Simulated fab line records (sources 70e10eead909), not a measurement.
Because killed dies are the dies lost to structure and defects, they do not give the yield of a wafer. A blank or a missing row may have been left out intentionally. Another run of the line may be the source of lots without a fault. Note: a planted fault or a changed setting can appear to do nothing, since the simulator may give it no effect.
Chamber matching | flow nand harc | NHARC_A_M1_DESCUM_14 on rie diel-07: 4 sister chambers
The step chemistry O2, time 3 s. 16 wafers are shown with their chamber, then 8 later ones without.

== WAFERS PAIRED WITH THEIR CHAMBERS ==
wafer  | chamber | showerhead plenum p Torr (Torr) | drypump motor current A (A) | rf vpp V (V)
L074.4 | 1       | 1.80                            | 5.3                         | 57.5
L074.5 | 3       | 1.81                            | 6.2                         | 56.7
L074.6 | 2       | 2.05                            | 5.5                         | 58.5
L076.1 | 3       | 1.81                            | 6.2                         | 57.0
L076.2 | 1       | 1.80                            | 5.3                         | 57.5
L076.5 | 2       | 2.05                            | 5.4                         | 57.3
L079.1 | 1       | 1.79                            | 5.2                         | 56.7
L079.3 | 3       | 1.81                            | 6.2                         | 57.2
L079.5 | 3       | 1.81                            | 6.2                         | 57.6
L080.2 | 1       | 1.79                            | 5.3                         | 57.1
L080.3 | 3       | 1.81                            | 6.2                         | 56.9
L080.6 | 3       | 1.81                            | 6.2                         | 57.1
L083.1 | 3       | 1.81                            | 6.2                         | 58.1
L083.2 | 1       | 1.79                            | 5.2                         | 57.6
L083.4 | 0       | 1.99                            | 6.5                         | 58.9
L084.2 | 2       | 2.05                            | 5.4                         | 59.7

SIGNATURES (averages over the wafers above)
reading                  | chamber 0 | chamber 1 | chamber 2 | chamber 3 | scatter within a chamber
showerhead plenum p Torr | 1.9900    | 1.7940    | 2.0500    | 1.8100    | 0.00316
drypump motor current A  | 6.500     | 5.260     | 5.433     | 6.200     | 0.0394
rf vpp V                 | 58.900    | 57.280    | 58.500    | 57.229    | 0.633
Rule: a wafer's distance from a chamber is the root of the sum, over the readings, of the square of ((its reading less the chamber's mean) divided by the reading's scatter). The wafer belongs to the nearest chamber; if the next one is less than 2 further off, it can't be placed. The scatter is the square root of a quotient: the sum, over the shown wafers, of each reading's squared deviation from its chamber's mean, divided by wafers minus chambers.

== WAFERS WHOSE CHAMBER IS MISSING ==
wafer  | showerhead plenum p Torr (Torr) | drypump motor current A (A) | rf vpp V (V)
L084.5 | 2.05                            | 5.4                         | 57.9
L084.6 | 1.81                            | 6.2                         | 57.4
L085.3 | 1.79                            | 5.3                         | 58.7
L085.5 | 1.79                            | 5.3                         | 56.3
L085.6 | 1.99                            | 6.5                         | 57.7
L092.2 | 1.79                            | 5.3                         | 57.1
L092.3 | 1.81                            | 6.2                         | 56.2
L092.4 | 2.05                            | 5.5                         | 58.3

== THE CHAMBER EACH PASSED THROUGH ==
wafer  | from the rows above | in truth
L084.5 | 2                   | 2
L084.6 | 3                   | 3
L085.3 | 1                   | 1
L085.5 | 1                   | 1
L085.6 | 0                   | 0
L092.2 | 1                   | 1
L092.3 | 3                   | 3
L092.4 | 2                   | 2
8 of 8 placed correctly. From these rows, 0 cannot be placed. Number placed wrongly: 0.
